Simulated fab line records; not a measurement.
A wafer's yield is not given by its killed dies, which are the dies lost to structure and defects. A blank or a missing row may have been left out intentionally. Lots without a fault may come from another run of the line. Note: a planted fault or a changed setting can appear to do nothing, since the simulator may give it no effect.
Chamber matching | flow nandHarc | aldHk-03 running NHARC_A_STAIRCASE_ALD_415: 4 sister chambers
The step deposits SiO2, target thk 30 nm, pulse time 6 s, ald cycles 300. 15 wafers are shown with their chamber, then 7 later ones without.

== WAFERS, EACH WITH ITS CHAMBER ==
wafer  | chamber | heaterPowerW (W) | precursorPulseHeightRel
L146.1 | 0       | 418              | 1.004
L146.2 | 2       | 566              | 0.996
L146.6 | 1       | 484              | 0.993
L153.2 | 3       | 503              | 1.033
L153.4 | 1       | 493              | 0.991
L153.5 | 3       | 495              | 1.005
L155.1 | 3       | 494              | 1.025
L155.4 | 2       | 557              | 0.996
L155.6 | 3       | 482              | 0.993
L156.2 | 0       | 425              | 1.003
L156.4 | 1       | 507              | 1.021
L156.6 | 2       | 572              | 1.008
L160.4 | 1       | 490              | 0.984
L160.5 | 1       | 488              | 1.034
L160.6 | 2       | 580              | 0.989

SIGNATURES (averages over the wafers above)
reading                 | chamber 0 | chamber 1 | chamber 2 | chamber 3 | scatter within a chamber
heaterPowerW            | 421.50    | 492.40    | 568.75    | 493.50    | 8.75
precursorPulseHeightRel | 1.00350   | 1.00460   | 0.99725   | 1.01400   | 0.0167
Rule: for a wafer and a chamber, the distance is found by dividing, reading by reading, the gap between the wafer's reading and the chamber's mean by the reading's scatter, squaring, summing and taking the root. If the next closest chamber is less than 2 further off than the closest, the wafer can't be placed; otherwise it belongs to the closest. The scatter is the square root of a quotient: the sum, over the shown wafers, of each reading's squared deviation from its chamber's mean, divided by wafers minus chambers.

== WAFERS MISSING THEIR CHAMBER ==
wafer  | heaterPowerW (W) | precursorPulseHeightRel
L158.1 | 403              | 1.000
L158.3 | 503              | 1.004
L161.1 | 494              | 0.989
L161.2 | 468              | 1.027
L165.3 | 485              | 0.980
L165.5 | 477              | 1.027
L165.6 | 577              | 1.010

== WHICH CHAMBER EACH ONE RAN IN ==
wafer  | from the rows above     | in truth
L158.1 | 0                       | 0
L158.3 | can't be placed: 1 or 3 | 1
L161.1 | can't be placed: 1 or 3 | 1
L161.2 | can't be placed: 3 or 1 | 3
L165.3 | can't be placed: 1 or 3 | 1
L165.5 | can't be placed: 3 or 1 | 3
L165.6 | 2                       | 2
Correct placement for 2 of the 7. Unplaceable from these rows: 5, with the true chamber sitting among the candidates in 5. 0 placed wrongly.
